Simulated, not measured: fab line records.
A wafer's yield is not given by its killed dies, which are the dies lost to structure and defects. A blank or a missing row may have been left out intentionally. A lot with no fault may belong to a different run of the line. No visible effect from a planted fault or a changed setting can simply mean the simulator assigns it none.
fab line records	flow n5Finfet
[record] lots = 8	wafers = 24	lastDay = 17
route steps=1938 shown SPACER0@258 SD_EPI_N@274 SD_ACTIVATION@332 BEOL_M4@1111 PASSIVATION@1936
lots untouched by any fault: they come from a run of this same line in which no faults occurred
startH: hours from the record's first day to the start of the lot's first wafer shown	waitH: time in hours since the lot's previous step	" identical to the entry in the row above	L1.1+2: one row covering several wafers at once	- no value present, or no start provided	* or withheld: withheld	< > ~ a bound
route shown NAME@n: names a module that has steps shown in the file, with the first one's number in the route	usual: mean/standard deviation of fault-free wafers	same: alike in all rows	chamber/n: place in a boat	sites: the reading at each site	_std_site: the standard deviation of these	_edge_site: inner sites' mean taken away from outer sites' mean	radiusMm: for every site, how far away it sits from the centre of the wafer	mask NAME#n: copy n	behind: tool/chamber where the wafer was last shaped	hold: why the lot went on hold/how many hours it stayed there/how the hold came to an end	device: transistor that didn't switch, given as n, p or np	end of line: the route-end tests of the same wafers	a step without rows: its recipe alone	killed: dies that structure and defects cost at the first sort, which is not the same as the wafer's yield	map: per-die view of a wafer (x killed, . not killed, _ where there is no die)
set.NAME: the run value of the setting; set.NAME@STEP: its run value at that earlier step	model.NAME: the simulator's own value behind a step, which no gauge read
the route's steps for a sample of lots (tables are steps, rows are wafers)
services: a tool's chamber out of use, with start hour (startH, from the record's first day; less than 0 if before it), hours out, and reason
[[steps]]
[step N5_SPACER0_ALD_07]
[recipe] material = SiNx	targetThkA = 20	tempC = 400	aldPrecursorFamily = SiH2I2	aldCoReactant = N2/H2-plasma	pressureTorr = 2
[usual] heaterPowerW = 830/74	susceptorTempC = 400.01/0.24
lot.wafer	tool	chamber	startH	waitH	heaterPowerW	susceptorTempC
L204.3	aldSin-01	0	103.19	0.0	823	399.90
L204.5	"	2	"	"	807	400.31
L204.6	"	1	"	"	854	399.75
L203.2	aldSin-03	3	105.68	0.1	959	400.19
L203.4	"	1	"	"	913	399.94
L203.6	"	0	"	"	883	400.52
L207.2	aldSin-01	1	124.86	0.0	845	400.15
L207.3	"	0	"	"	802	399.88
L207.5	"	0	"	"	834	400.10
L211.3	aldSin-01	2	147.84	0.0	828	399.98
L211.4	"	1	"	"	856	399.96
L211.5	"	1	"	"	860	399.86
L213.1	aldSin-03	0	156.05	0.0	893	399.92
L213.2	"	1	"	"	924	400.17
L213.3	"	2	"	"	681	399.68
L215.2	aldSin-03	1	169.26	0.0	942	400.00
L215.4	"	2	"	"	677	399.86
L215.5	"	3	"	"	967	399.63
L216.1	aldSin-01	3	174.74	0.0	810	400.17
L216.2	"	1	"	"	863	400.04
L216.3	"	0	"	"	810	399.45
L218.1	aldSin-03	2	187.85	2.5	677	399.70
L218.3	"	1	"	"	945	400.26
L218.6	"	0	"	"	880	400.06
[step N5_SD_EPI_N_ETCH_34]
[recipe] chemistry = CF4	target = SiARC	targetDepthA = 455	maskMaterial = CAR-ArF-block	timeS = 75.8	ionEnergyEv = 80	pressureMtorr = 40	sourceW = 545	biasW = 36	Ar_flow_sccm = 100	cf4FlowSccm = 100	ends = cleared
[usual] drypumpMotorCurrentA = 5.8/0.53	etchRfOnTimeS = 75.4/1.4	oesProductAu = 0.74/0.057	rfVppV = 184.4/1.1	showerheadPlenumPTorr = 2.18/0.074	throttleValvePct = 15.58/0.21
lot.wafer	tool	chamber	startH	waitH	drypumpMotorCurrentA	etchRfOnTimeS	oesProductAu	rfHoursCounterH	rfVppV	showerheadPlenumPTorr	throttleValvePct
L204.3	rieDiel-01	3	104.47	0.0	5.6	76.3	0.71	65	184.4	2.17	15.75
L204.5	"	3	"	"	5.6	77.2	0.71	-	184.7	2.17	15.75
L204.6	"	0	"	"	5.2	75.6	0.74	-	183.2	2.19	15.33
L203.2	rieDiel-06	0	106.64	0.0	6.4	75.7	0.76	24	186.4	2.28	15.19
L203.4	"	1	"	"	5.7	73.9	0.79	32	185.8	2.19	15.54
L203.6	"	2	"	"	5.1	75.4	0.64	-	182.6	2.05	15.70
L207.2	rieDiel-03	2	125.95	0.0	5.8	76.5	0.67	139	183.6	2.07	15.63
L207.3	"	3	"	"	5.3	74.0	0.76	47	185.6	2.28	15.63
L207.5	"	2	"	"	5.8	76.5	0.67	-	184.8	2.07	15.64
L211.3	rieDiel-01	3	149.43	0.0	5.5	76.7	0.70	83	184.2	2.17	15.77
L211.4	"	2	"	"	6.3	77.3	0.75	27	185.5	2.19	15.66
L211.5	"	1	"	"	6.0	75.3	0.75	-	183.1	2.08	15.87
L213.1	rieDiel-01	2	157.14	0.0	6.3	77.3	0.74	29	186.5	2.19	15.67
L213.2	"	1	"	"	6.0	74.7	0.75	63	183.5	2.08	15.87
L213.3	"	0	"	"	5.2	75.1	0.72	72	184.9	2.18	15.37
L215.2	rieDiel-06	3	170.35	0.0	6.8	74.1	0.78	35	184.4	2.26	15.49
L215.4	"	2	"	"	5.1	75.8	0.62	167	182.5	2.04	15.76
L215.5	"	2	"	"	5.1	75.9	0.62	-	183.2	2.04	15.76
L216.1	rieDiel-01	1	175.88	0.0	6.0	74.5	0.74	70	184.1	2.08	15.89
L216.2	"	3	"	"	5.5	77.3	0.69	92	184.5	2.16	15.80
L216.3	"	2	"	"	6.3	77.8	0.73	35	183.1	2.18	15.67
L218.1	rieDiel-06	3	188.94	0.0	6.8	73.8	0.76	46	186.8	2.26	15.52
L218.3	"	2	"	"	5.1	75.5	0.62	169	181.7	2.04	15.75
L218.6	"	0	"	"	6.4	75.3	0.73	-	184.6	2.27	15.23
[step N5_SD_EPI_N_ETCHBACK_44]
[recipe] chemistry = CH3F/O2	mode = anisotropicEtchback	target = SiNx	targetDepthA = 145	stopOn = SiO2	overEtchFrac = 0.3	ionEnergyEv = 120	pressureMtorr = 30	sourceW = 395	biasW = 73	Ar_flow_sccm = 150	CH3F_flow_sccm = 30	O2_flow_sccm = 20
[usual] drypumpMotorCurrentA = 5.8/0.53	oesProductAu = 0.73/0.053	rfVppV = 299/5.1	showerheadPlenumPTorr = 2.03/0.069	throttleValvePct = 16.34/0.24
lot.wafer	tool	chamber	startH	waitH	drypumpMotorCurrentA	oesProductAu	rfHoursCounterH	rfVppV	showerheadPlenumPTorr	throttleValvePct
L204.3	rieDiel-01	3	104.85	0.0	5.5	0.71	66	301	2.03	16.48
L204.5	"	3	"	"	5.5	0.72	-	303	2.03	16.48
L204.6	"	0	"	"	5.3	0.75	-	302	2.04	16.05
L203.2	rieDiel-06	0	107.02	0.0	6.4	0.77	24	296	2.13	15.86
L203.4	"	1	"	"	5.7	0.78	32	296	2.05	16.27
L203.6	"	2	"	"	5.1	0.64	-	293	1.91	16.44
L207.2	rieDiel-03	2	126.33	0.0	5.8	0.67	139	302	1.94	16.43
L207.3	"	3	"	"	5.3	0.74	48	305	2.13	16.40
L207.5	"	2	"	"	5.7	0.67	-	303	1.94	16.45
L211.3	rieDiel-01	3	149.81	0.0	5.6	0.70	83	301	2.02	16.49
L211.4	"	2	"	"	6.3	0.76	27	307	2.04	16.38
L211.5	"	1	"	"	6.0	0.75	-	291	1.96	16.68
L213.1	rieDiel-01	2	157.52	0.0	6.3	0.76	30	308	2.04	16.39
L213.2	"	1	"	"	6.0	0.74	63	292	1.95	16.70
L213.3	"	0	"	"	5.2	0.72	73	301	2.03	16.08
L215.2	rieDiel-06	3	170.73	0.0	6.8	0.76	35	300	2.12	16.24
L215.4	"	2	"	"	5.1	0.63	167	293	1.90	16.48
L215.5	"	2	"	"	5.1	0.62	-	294	1.90	16.47
L216.1	rieDiel-01	1	176.26	0.0	6.0	0.74	70	291	1.95	16.71
L216.2	"	3	"	"	5.5	0.69	92	299	2.02	16.53
L216.3	"	2	"	"	6.3	0.75	35	307	2.04	16.41
L218.1	rieDiel-06	3	189.32	0.0	6.8	0.75	46	299	2.11	16.26
L218.3	"	2	"	"	5.1	0.62	169	291	1.90	16.47
L218.6	"	0	"	"	6.4	0.73	-	295	2.12	15.93
[step N5_SD_EPI_N_EPI_21]
[recipe] material = Si:P	dopant = P	tempC = 680	pressureTorr = 255	timeS = 690
[usual] susceptorTempC = 680.0/0.31
lot.wafer	tool	chamber	startH	waitH	susceptorTempC
L204.3	epiRpcvd-01	0	107.04	0.9	680.0
L204.5	"	0	"	"	680.2
L204.6	"	0	"	"	680.0
L203.2	epiRpcvd-03	0	108.83	0.5	680.2
L203.4	"	0	"	"	680.3
L203.6	"	0	"	"	680.3
L207.2	epiRpcvd-03	0	128.14	0.5	680.1
L207.3	"	0	"	"	680.1
L207.5	"	0	"	"	680.4
L211.3	epiRpcvd-03	0	152.00	0.9	-
L211.4	"	0	"	"	-
L211.5	"	0	"	"	-
L213.1	epiRpcvd-03	0	158.96	0.2	-
L213.2	"	0	"	"	-
L213.3	"	0	"	"	-
L215.2	epiRpcvd-02	0	172.27	0.4	679.5
L215.4	"	0	"	"	679.3
L215.5	"	0	"	"	679.6
L216.1	epiRpcvd-02	0	177.52	0.1	679.8
L216.2	"	0	"	"	680.2
L216.3	"	0	"	"	679.9
L218.1	epiRpcvd-01	0	190.58	0.1	680.6
L218.3	"	0	"	"	680.3
L218.6	"	0	"	"	680.1
[step N5_SD_EPI_N_EPI_MEAS_23]
[recipe] mode = xrd
[usual] thkNm = 59.2/1.3
lot.wafer	tool	chamber	startH	waitH	thkNm
L204.3	filmMetro-02	-	108.57	1.2	56.6
L204.5	"	-	"	"	57.6
L204.6	"	-	"	"	60.2
L203.2	filmMetro-01	-	110.74	1.5	58.5
L203.4	"	-	"	"	61.2
L203.6	"	-	"	"	60.0
L207.2	filmMetro-02	-	130.05	1.5	58.0
L207.3	"	-	"	"	58.1
L207.5	"	-	"	"	58.9
L211.3	filmMetro-02	-	153.54	1.2	53.5
L211.4	"	-	"	"	51.6
L211.5	"	-	"	"	52.0
L213.1	filmMetro-02	-	161.25	2.0	54.6
L213.2	"	-	"	"	51.9
L213.3	"	-	"	"	51.7
L215.2	filmMetro-02	-	173.71	1.2	60.7
L215.4	"	-	"	"	63.3
L215.5	"	-	"	"	60.9
L216.1	filmMetro-02	-	179.24	1.4	58.0
L216.2	"	-	"	"	58.5
L216.3	"	-	"	"	60.6
L218.1	filmMetro-01	-	192.30	1.4	58.8
L218.3	"	-	"	"	59.0
L218.6	"	-	"	"	59.7
[step N5_SD_ACTIVATION_RS_MEAS_03]
[recipe] thkMeasGauge = four-point-probe
[usual] RS_SD_N = 21.9/0.34	RS_SD_P = 56.1/0.71
lot.wafer	tool	chamber	startH	waitH	RS_SD_N[ohm/sq]	RS_SD_P[ohm/sq]
L204.3	filmMetro-02	-	114.64	0.2	22.0	56.4
L204.5	"	-	"	"	22.2	56.7
L204.6	"	-	"	"	22.0	56.5
L203.2	filmMetro-02	-	116.67	0.2	22.1	55.4
L203.4	"	-	"	"	21.8	55.4
L203.6	"	-	"	"	21.9	55.5
L207.2	filmMetro-02	-	135.39	0.2	21.9	56.0
L207.3	"	-	"	"	22.2	56.0
L207.5	"	-	"	"	22.2	55.8
L211.3	filmMetro-01	-	160.07	0.2	24.7	57.1
L211.4	"	-	"	"	25.1	56.9
L211.5	"	-	"	"	24.9	56.1
L213.1	filmMetro-02	-	166.78	0.2	23.8	58.0
L213.2	"	-	"	"	24.5	56.7
L213.3	"	-	"	"	24.2	56.7
L215.2	filmMetro-01	-	179.04	0.2	21.5	55.6
L215.4	"	-	"	"	21.2	56.4
L215.5	"	-	"	"	21.0	56.4
L216.1	filmMetro-01	-	184.47	0.2	21.9	56.6
L216.2	"	-	"	"	21.8	57.2
L216.3	"	-	"	"	21.6	56.9
L218.1	filmMetro-02	-	197.44	0.2	21.7	55.7
L218.3	"	-	"	"	22.0	56.2
L218.6	"	-	"	"	21.8	56.1
[step N5_BEOL_M4_RC_MEAS_101]
[usual] DIBL_N = 37.2/1.8	DIBL_P = 37.5/2.5	IOFF_N = 0.17/0.038	IOFF_P = 0.24/0.046	ION_N = 681/13	ION_P = 469/8.5	RS_SD_N = 28.3/0.4	SS_N = 71.7/0.6	SS_P = 73.6/0.69	VT_N = 249/3.4	VT_P = -248/3.6
lot.wafer	tool	chamber	startH	waitH	DIBL_N[mV/V]	DIBL_P[mV/V]	IOFF_N[nA/um]	IOFF_P[nA/um]	ION_N[uA/um]	ION_P[uA/um]	RS_SD_N[ohm/sq]	SS_N[mV/dec]	SS_P[mV/dec]	VT_N[mV]	VT_P[mV]
L203.2	prober-02	0	211.90	0.2	37.2	37.6	0.18	0.25	678	470	28.5	72.1	73.8	247	-246
L203.4	"	0	"	"	35.4	34.7	0.14	0.20	667	464	27.8	71.1	73.0	252	-251
L203.6	"	0	"	"	34.3	33.6	0.12	0.18	666	461	28.2	70.8	72.5	252	-249
L204.3	prober-01	0	231.78	0.3	36.1	39.2	0.18	0.24	684	465	28.6	72.3	74.3	249	-248
L204.5	"	0	"	"	38.9	41.4	0.24	0.29	694	478	28.7	72.1	75.1	244	-245
L204.6	"	0	"	"	36.3	38.1	0.17	0.22	670	459	28.6	72.2	73.6	253	-251
L207.2	prober-02	0	238.47	0.5	39.4	40.3	0.22	0.27	695	469	28.5	72.3	74.3	248	-247
L207.3	"	0	"	"	38.4	38.3	0.18	0.24	674	462	28.7	72.2	73.6	249	-249
L207.5	"	0	"	"	37.4	37.8	0.16	0.22	673	463	28.3	71.8	73.6	251	-248
L211.3	prober-01	0	263.94	0.3	39.9	38.1	0.22	0.28	683	468	31.9	72.4	74.5	248	-244
L211.4	"	0	"	"	39.5	38.2	0.20	0.29	671	469	32.4	71.8	74.0	248	-242
L211.5	"	0	"	"	39.1	37.7	0.21	0.29	684	474	31.9	71.3	74.2	247	-243
L213.1	prober-02	0	287.71	0.0	35.7	36.0	0.13	0.16	663	450	31.4	71.8	72.4	251	-257
L213.2	"	0	"	"	36.0	36.7	0.14	0.18	667	457	31.9	71.1	73.8	253	-254
L213.3	"	0	"	"	39.9	41.4	0.22	0.26	685	468	31.7	71.7	74.1	245	-249
L215.2	prober-01	0	291.34	0.2	36.4	38.0	0.17	0.22	691	475	27.8	71.8	73.3	250	-250
L215.4	"	0	"	"	36.6	38.8	0.17	0.24	678	468	27.7	71.1	73.9	249	-247
L215.5	"	0	"	"	33.9	35.6	0.13	0.19	674	468	27.2	70.4	72.5	254	-249
L216.1	prober-02	0	291.49	0.0	35.3	35.2	0.15	0.19	680	467	28.7	71.8	73.1	246	-249
L216.2	"	0	"	"	37.5	38.9	0.19	0.25	699	480	28.0	72.2	73.8	246	-248
L216.3	"	0	"	"	37.3	38.8	0.19	0.25	686	471	27.9	71.8	73.8	246	-247
L218.1	prober-02	0	298.39	0.0	36.8	36.5	0.16	0.23	674	467	28.2	72.0	72.8	250	-247
L218.3	"	0	"	"	37.9	38.9	0.18	0.25	683	465	28.3	71.8	73.7	247	-248
L218.6	"	0	"	"	37.2	37.1	0.15	0.23	671	462	28.3	72.8	73.4	253	-248
[step N5_PASSIVATION_PROBE_49]
[usual] defectLimitedYield = 91.2/1.4	killed_at_M0_to_M3 = 32/10	killed_at_M4_up = 14/6.2	killedAtContacts = 12/6.3	killedAtFrontEnd = 42/13	killedAtOther = 4/3.4	killedDies = 104/17	killedOpen = 67/12	killedShort = 34/8.1	sort_bin_5_function = 5.2/0.93	sort_bin_6_memory = 3.2/0.65	sort_bin_8_speed = 0.00/0.017	sortNPass = 1075/16	sortYieldPct = 91.1/1.4
[same] grossDies = 1180	killedAtBackSide = 0	sort_bin_4_leakage[%] = 0
lot.wafer	tool	chamber	startH	waitH	defectLimitedYield[%]	killed_at_M0_to_M3	killed_at_M4_up	killedAtContacts	killedAtFrontEnd	killedAtOther	killedDies	killedOpen	killedShort	sort_bin_5_function[%]	sort_bin_6_memory[%]	sort_bin_8_speed[%]	sortNPass	sortYieldPct[%]
L203.2	prober-02	-	325.38	0.1	93.2	19	14	7	34	6	80	45	26	3.4	2.4	0	1100	93.2
L203.4	prober-02	-	325.48	0.2	93.6	16	3	13	38	5	75	44	29	3.8	2.1	0	1105	93.6
L203.6	prober-02	-	325.58	0.3	92.7	27	8	19	32	0	86	46	33	4.1	2.5	0	1094	92.7
L204.3	prober-01	-	336.63	0.1	91.9	34	15	8	38	1	96	59	36	4.7	3.2	0	1084	91.9
L204.5	prober-01	-	336.73	0.2	90.5	35	32	10	33	2	112	72	37	5.7	3.5	0	1068	90.5
L204.6	prober-01	-	336.78	0.3	91.7	29	27	18	23	1	98	66	28	4.4	3.4	0.08	1082	91.7
L207.2	prober-01	-	349.50	0.1	90.3	29	11	10	58	6	114	70	42	6.0	3.1	0	1066	90.3
L207.3	prober-01	-	349.55	0.1	87.7	31	17	12	75	10	145	88	44	6.7	4.6	0	1035	87.7
L207.5	prober-01	-	349.65	0.2	88.6	43	14	17	57	3	134	80	49	6.1	4.8	0	1046	88.6
L211.3	prober-02	-	372.11	0.1	90.8	19	10	16	61	2	108	71	37	5.1	3.6	0	1072	90.8
L211.4	prober-02	-	372.16	0.2	90.7	48	13	11	35	3	110	71	38	5.1	3.9	0	1070	90.7
L211.5	prober-02	-	372.21	0.2	91.0	31	18	14	33	10	106	77	27	4.6	4.0	0	1074	91.0
L213.1	prober-01	-	393.68	0.0	90.2	32	14	16	53	1	116	72	39	5.2	3.9	0	1064	90.2
L213.2	prober-01	-	393.73	0.1	90.7	41	7	9	50	3	110	73	36	4.8	4.3	0	1070	90.7
L213.3	prober-01	-	393.78	0.1	91.1	40	11	10	39	5	105	74	28	6.1	2.4	0	1075	91.1
L215.2	prober-01	-	400.40	0.1	92.4	26	8	12	38	6	90	55	32	4.0	3.4	0	1090	92.4
L215.4	prober-01	-	400.50	0.2	92.2	21	9	8	53	1	92	44	36	4.2	2.9	0	1088	92.2
L215.5	prober-01	-	400.55	0.2	92.6	20	8	6	52	1	87	45	37	4.6	1.8	0	1093	92.6
L216.1	prober-02	-	400.41	0.0	88.8	51	14	1	56	10	132	92	38	6.5	4.1	0	1048	88.8
L216.2	prober-02	-	400.46	0.1	92.2	33	26	11	21	1	92	67	24	5.3	2.1	0	1088	92.2
L216.3	prober-02	-	400.51	0.1	91.3	36	25	8	34	0	103	78	25	5.0	3.6	0	1077	91.3
L218.1	prober-02	-	402.33	0.0	92.7	26	9	6	33	12	86	60	26	4.5	2.5	0	1094	92.7
L218.3	prober-02	-	402.43	0.1	93.2	23	10	6	32	9	80	61	19	4.2	2.5	0	1100	93.2
L218.6	prober-02	-	402.58	0.3	91.4	28	5	1	51	17	102	56	43	4.7	3.4	0	1078	91.4
// killed by level:class
L203.2 DUMMY_GATE:geometricParticle:open=9 HKMG_FIN:areaEtch=8 BEOL_M1:geometricParticle:open=6 BEOL_M0_SAQP:geometricParticle:short=6 MOL_CONTACT_COAG:geometricParticle:open=5 BEOL_M4:geometricParticle:open=5 BEOL_M8:geometricParticle:open=5 GATE_CUT:geometricParticle:short=4
L203.4 DUMMY_GATE:geometricParticle:open=10 MOL_CONTACT_COAG:geometricParticle:open=8 FIN_SAQP:geometricParticle:open=7 FIN_SAQP:geometricParticle:short=6 BEOL_M0:geometricParticle:open=6 MOL_CONTACT_COAG:geometricParticle:short=5 GATE_CUT:geometricParticle:short=4 BEOL_M0:geometricParticle:short=4
L203.6 MOL_CONTACT_COAG:geometricParticle:open=14 DUMMY_GATE:geometricParticle:open=8 FIN_SAQP:geometricParticle:short=7 HKMG_FIN:areaEtch=7 BEOL_M2:geometricParticle:open=6 MOL_CONTACT_COAG:geometricParticle:short=5 BEOL_M0_SAQP:geometricParticle:short=5 STARTING-WAFER:geometricParticle:short=5
L204.3 BEOL_M0_SAQP:geometricParticle:short=10 STI_FIN_REVEAL:geometricParticle:open=8 BEOL_M0_SAQP:geometricParticle:open=8 MOL_CONTACT_COAG:geometricParticle:open=6 FIN_SAQP:geometricParticle:short=5 GATE_CUT:geometricParticle:open=5 BEOL_M2:geometricParticle:open=5 BEOL_M3:geometricParticle:open=5
L204.5 BEOL_M4:geometricParticle:open=17 BEOL_M0_SAQP:geometricParticle:short=9 BEOL_M2:geometricParticle:open=7 MOL_CONTACT_COAG:geometricParticle:open=6 FIN_SAQP:geometricParticle:open=5 STARTING-WAFER:geometricParticle:short=5 GATE_CUT:geometricParticle:short=5 BEOL_M3:geometricParticle:open=5
L204.6 MOL_CONTACT_COAG:geometricParticle:open=14 BEOL_M3:geometricParticle:open=14 BEOL_M4:geometricParticle:open=10 ILD0:geometricParticle:open=8 BEOL_M4:geometricParticle:short=6 MOL_CONTACT_COAG:geometricParticle:short=4 BEOL_M0_SAQP:geometricParticle:open=4 BEOL_M5:geometricParticle:open=4
L207.2 FIN_SAQP:geometricParticle:open=23 FIN_SAQP:geometricParticle:short=11 MOL_CONTACT_COAG:geometricParticle:open=7 BEOL_M0_SAQP:geometricParticle:short=7 BEOL_M0_SAQP:geometricParticle:open=6 STI_FIN_REVEAL:geometricParticle:open=6 BEOL_M1:geometricParticle:open=5 ILD0:geometricParticle:open=4
L207.3 STI_FIN_REVEAL:geometricParticle:open=17 FIN_SAQP:geometricParticle:short=16 MOL_CONTACT_COAG:geometricParticle:open=11 FIN_SAQP:geometricParticle:open=9 BEOL_M3:geometricParticle:open=9 HKMG_FIN:areaEtch=8 GATE_CUT:geometricParticle:short=6 BEOL_M0:geometricParticle:open=6
L207.5 STI_FIN_REVEAL:geometricParticle:open=11 FIN_SAQP:geometricParticle:open=10 MOL_CONTACT_COAG:geometricParticle:open=10 BEOL_M0_SAQP:geometricParticle:short=9 BEOL_M0_SAQP:geometricParticle:open=9 BEOL_M1:geometricParticle:open=9 BEOL_M4:geometricParticle:open=9 STI_FIN_REVEAL:geometricParticle:short=7
L211.3 FIN_SAQP:geometricParticle:open=15 FIN_SAQP:geometricParticle:short=14 MOL_CONTACT_COAG:geometricParticle:open=13 STI_FIN_REVEAL:geometricParticle:open=8 BEOL_M3:geometricParticle:open=7 BEOL_M0_SAQP:geometricParticle:open=5 DUMMY_GATE:geometricParticle:open=5 BEOL_M5:geometricParticle:open=4
L211.4 BEOL_M0_SAQP:geometricParticle:short=11 BEOL_M3:geometricParticle:open=11 MOL_CONTACT_COAG:geometricParticle:open=9 FIN_SAQP:geometricParticle:open=8 STI_FIN_REVEAL:geometricParticle:open=6 BEOL_M0:geometricParticle:open=6 DUMMY_GATE:geometricParticle:open=4 BEOL_M0_SAQP:geometricParticle:open=4
L211.5 BEOL_M3:geometricParticle:open=14 MOL_CONTACT_COAG:geometricParticle:open=12 STI_FIN_REVEAL:geometricParticle:open=10 DUMMY_GATE:geometricParticle:open=8 BEOL_M4:geometricParticle:open=5 BEOL_M7:geometricParticle:open=5 BEOL_M0_SAQP:geometricParticle:open=4 FIN_SAQP:geometricParticle:open=3
L213.1 MOL_CONTACT_COAG:geometricParticle:open=14 FIN_SAQP:geometricParticle:open=13 FIN_SAQP:geometricParticle:short=11 BEOL_M1:geometricParticle:open=10 BEOL_M0_SAQP:geometricParticle:open=8 BEOL_M0_SAQP:geometricParticle:short=6 BEOL_M4:geometricParticle:open=5 DUMMY_GATE:geometricParticle:open=4
L213.2 FIN_SAQP:geometricParticle:open=17 FIN_SAQP:geometricParticle:short=12 BEOL_M1:geometricParticle:open=9 MOL_CONTACT_COAG:geometricParticle:open=8 BEOL_M3:geometricParticle:open=7 BEOL_M0_SAQP:geometricParticle:short=7 BEOL_M0_SAQP:geometricParticle:open=6 STI_FIN_REVEAL:geometricParticle:open=5
L213.3 BEOL_M1:geometricParticle:open=17 FIN_SAQP:geometricParticle:short=12 MOL_CONTACT_COAG:geometricParticle:open=8 BEOL_M0_SAQP:geometricParticle:open=7 BEOL_M2:geometricParticle:open=6 BEOL_M4:geometricParticle:open=6 FIN_SAQP:geometricParticle:open=5 DUMMY_GATE:geometricParticle:open=5
L215.2 BEOL_M3:geometricParticle:open=11 FIN_SAQP:geometricParticle:short=9 FIN_SAQP:geometricParticle:open=8 MOL_CONTACT_COAG:geometricParticle:open=7 DUMMY_GATE:geometricParticle:open=5 BEOL_M1:geometricParticle:open=5 BEOL_M4:geometricParticle:open=5 GATE_CUT:geometricParticle:short=4
L216.1 STI_FIN_REVEAL:geometricParticle:open=22 BEOL_M0_SAQP:geometricParticle:open=15 BEOL_M0_SAQP:geometricParticle:short=14 FIN_SAQP:geometricParticle:open=10 BEOL_M4:geometricParticle:open=10 STI_FIN_REVEAL:geometricParticle:short=7 BEOL_M3:geometricParticle:open=7 FIN_SAQP:geometricParticle:short=4
L216.2 BEOL_M4:geometricParticle:open=13 MOL_CONTACT_COAG:geometricParticle:open=9 BEOL_M0_SAQP:geometricParticle:short=6 BEOL_M1:geometricParticle:open=6 BEOL_M2:geometricParticle:open=6 FIN_SAQP:geometricParticle:open=5 BEOL_M0_SAQP:geometricParticle:open=5 BEOL_M5:geometricParticle:open=4
L215.4 FIN_SAQP:geometricParticle:open=10 FIN_SAQP:geometricParticle:short=8 GATE_CUT:geometricParticle:short=7 ILD0:geometricParticle:short=6 BEOL_M3:geometricParticle:open=6 HKMG_FIN:areaEtch=6 STI_FIN_REVEAL:geometricParticle:open=5 MOL_CONTACT_COAG:geometricParticle:open=5
L216.3 BEOL_M4:geometricParticle:open=16 STI_FIN_REVEAL:geometricParticle:open=11 FIN_SAQP:geometricParticle:open=8 MOL_CONTACT_COAG:geometricParticle:open=8 FIN_SAQP:geometricParticle:short=7 BEOL_M2:geometricParticle:open=6 BEOL_M0_SAQP:geometricParticle:open=6 BEOL_M3:geometricParticle:open=6
L215.5 FIN_SAQP:geometricParticle:short=13 FIN_SAQP:geometricParticle:open=10 DUMMY_GATE:geometricParticle:open=7 MOL_CONTACT_COAG:geometricParticle:open=5 FIN_CUT:geometricParticle:short=4 BEOL_M3:geometricParticle:open=4 BEOL_M0_SAQP:geometricParticle:short=4 BEOL_M2:geometricParticle:open=4
L218.1 STI_FIN_REVEAL:geometricParticle:open=11 BEOL_M4:geometricParticle:open=7 FIN_SAQP:geometricParticle:short=6 BEOL_M2:geometricParticle:open=6 BEOL_M0_SAQP:geometricParticle:open=5 BEOL_M1:geometricParticle:open=5 BEOL_M0:geometricParticle:open=4 FIN_SAQP:geometricParticle:open=3
L218.3 BEOL_M0_SAQP:geometricParticle:open=7 BEOL_M1:geometricParticle:open=7 STI_FIN_REVEAL:geometricParticle:open=6 MOL_CONTACT_COAG:geometricParticle:open=6 FIN_SAQP:geometricParticle:open=5 GATE_CUT:geometricParticle:short=5 DUMMY_GATE:geometricParticle:open=4 GATE_CUT:geometricParticle:open=4
L218.6 FIN_SAQP:geometricParticle:open=11 BEOL_M0_SAQP:geometricParticle:short=11 BEOL_M0_SAQP:geometricParticle:open=11 PAD_METAL:geometricParticle:short=10 FIN_SAQP:geometricParticle:short=9 DUMMY_GATE:geometricParticle:open=6 STI_FIN_REVEAL:geometricParticle:open=5 STARTING-WAFER:geometricParticle:open=5
[[services]]
tool	chamber	startH	hours	kind
aldSin-01	3	96.43	8.6	repair
aldSin-01	0	104.15	5.5	repair
rieDiel-03	0	112.82	-	clean
rieDiel-03	0	112.82	-	consumableReplace:focusRing
rieDiel-03	0	112.82	19.3	scheduledDown
rieDiel-03	0	112.82	19.3	ventCycle
aldSin-03	-	120.12	2.8	pm
rieDiel-06	-	128.22	14.6	pm
rieDiel-06	-	142.82	4.3	pm
rieDiel-03	1	153.56	4.8	repair
rieDiel-03	-	167.43	14.6	pm
aldSin-01	-	178.92	14.0	pm
aldSin-01	0	178.92	14.0	ventCycle
aldSin-01	1	178.92	14.0	ventCycle
aldSin-01	2	178.92	14.0	ventCycle
aldSin-01	3	178.92	14.0	ventCycle
rieDiel-06	-	182.72	0.3	repair
rieDiel-03	-	189.91	1.7	repair
[[key]]
[firstSign] step = N5_SD_EPI_N_EPI_MEAS_23	reading = thkNm	direction = down	sigmas = 5.2	usual = *	struck = *
[effect] step = N5_SD_ACTIVATION_RS_MEAS_03	reading = RS_SD_N	direction = up	sigmas = 7.8	usual = 21.9	struck = 24.5
[effect] step = N5_BEOL_M4_RC_MEAS_101	reading = RS_SD_N	direction = up	sigmas = 8.9	usual = 28.3	struck = 31.9
metAt N5_SD_EPI_N_EPI_21
struckLots L211,L213
notActingAt N5_SPACER0_ALD_07,N5_SD_EPI_N_ETCH_34,N5_SD_EPI_N_ETCHBACK_44
onsetBetween 128.14 152.00
[fault] kind = processParameterDrift	tool = epiRpcvd-03	chamber = -	onsetH = 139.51	steps = N5_SD_EPI_N_EPI_21	channel = timeS	offset = *	shape = step	endH = 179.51	actsIn = *	stated = *
